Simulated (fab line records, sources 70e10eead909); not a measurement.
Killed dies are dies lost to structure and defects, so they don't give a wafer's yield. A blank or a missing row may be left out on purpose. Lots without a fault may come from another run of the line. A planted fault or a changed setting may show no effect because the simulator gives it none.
Chamber matching | flow nand_harc | NHARC_A_STAIRCASE_ALD_420 on ald_hk-03: 4 sister chambers
The step deposits SiO2, target thk 20 nm, pulse time 6 s, ald cycles 200. 8 wafers are shown with their chamber, then 12 later ones without.

WAFERS WITH THEIR CHAMBER
wafer  | chamber | heater_power_outer_w (W) | heater_power_w (W)
L079.6 | 1       | 284                      | 500
L077.3 | 1       | 274                      | 485
L086.2 | 2       | 259                      | 460
L088.5 | 0       | 298                      | 508
L088.6 | 3       | 250                      | 470
L091.1 | 0       | 306                      | 530
L091.2 | 3       | 263                      | 477
L091.3 | 2       | 265                      | 463

WAFERS WITHOUT THEIR CHAMBER
wafer  | heater_power_outer_w (W) | heater_power_w (W)
L090.3 | 256                      | 461
L090.4 | 259                      | 471
L090.6 | 266                      | 473
L092.3 | 266                      | 466
L092.4 | 259                      | 473
L092.5 | 263                      | 471
L096.3 | 260                      | 477
L096.5 | 266                      | 459
L096.6 | 263                      | 471
L097.1 | 263                      | 469
L097.2 | 260                      | 482
L097.4 | 299                      | 510

WHICH CHAMBER EACH WENT THROUGH
wafer  | from the rows above          | in truth
L090.3 | can't be placed: 2 or 3      | 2
L090.4 | can't be placed: 3 or 2      | 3
L090.6 | can't be placed: 2 or 3 or 1 | 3
L092.3 | can't be placed: 2 or 3      | 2
L092.4 | can't be placed: 3 or 2      | 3
L092.5 | can't be placed: 2 or 3      | 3
L096.3 | can't be placed: 3 or 2      | 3
L096.5 | can't be placed: 2 or 3      | 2
L096.6 | can't be placed: 2 or 3      | 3
L097.1 | can't be placed: 2 or 3      | 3
L097.2 | can't be placed: 3 or 2 or 1 | 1
L097.4 | 0                            | 0
Placed correctly: 1 of 12. Can't be placed from these rows: 11 (the true chamber is among the candidates in 11). Placed wrongly: 0.
How it was worked out, from the rows above alone: a wafer's distance from a chamber is the root of the sum, over the readings, of the square of ((its reading less the chamber's mean) divided by the reading's scatter). The wafer belongs to the nearest chamber; if the next one is less than 2 further off, it can't be placed. A chamber's mean is the mean of its shown wafers. The scatter: the root of (the sum of the squares of (reading less its chamber's mean) over the shown wafers, divided by (wafers less chambers)).
